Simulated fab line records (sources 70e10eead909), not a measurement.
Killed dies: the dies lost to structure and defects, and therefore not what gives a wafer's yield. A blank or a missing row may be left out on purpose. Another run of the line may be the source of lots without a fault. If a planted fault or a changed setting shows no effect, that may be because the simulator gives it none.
Chamber matching -- flow nandHarc -- 4 sister chambers for NHARC_A_STAIRCASE_ETCH_292 on rieDiel-13
The step etches the open film in CF4/CHF3. 7 wafers are shown with their chamber, then 7 later ones without.

WAFERS PAIRED WITH THEIR CHAMBERS
wafer,chamber,showerheadPlenumPTorr (Torr),rfVppV (V)
L076.6,1,1.63,373.6
L078.1,0,1.63,370.5
L084.3,0,1.62,371.9
L090.2,3,1.69,375.4
L090.5,2,1.62,372.0
L090.6,3,1.68,373.3
L091.2,2,1.62,371.8

WAFERS WHOSE CHAMBER IS MISSING
wafer,showerheadPlenumPTorr (Torr),rfVppV (V)
L091.4,1.69,374.3
L091.5,1.68,375.4
L094.2,1.61,372.0
L094.4,1.68,374.5
L094.5,1.68,374.5
L095.1,1.61,372.8
L095.2,1.61,372.3

CHAMBER TAKEN BY EACH
wafer,from the rows above,in truth
L091.4,3,3
L091.5,3,3
L094.2,can't be placed: 2 or 0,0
L094.4,3,3
L094.5,3,3
L095.1,can't be placed: 2 or 0 or 1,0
L095.2,can't be placed: 2 or 0 or 1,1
Placed correctly: 4 of 7. Cannot be placed on the basis of these rows: 3; the candidates contain the true chamber in 3. 0 placed wrongly.
How it was worked out, from the rows above alone: a wafer's distance from a chamber is the root of the sum, over the readings, of the square of ((its reading less the chamber's mean) divided by the reading's scatter). If the next closest chamber is less than 2 further off than the closest, the wafer can't be placed; otherwise it belongs to the closest. A chamber's mean is the mean of its shown wafers. The scatter: the root of (the sum of the squares of (reading less its chamber's mean) over the shown wafers, divided by (wafers less chambers)).
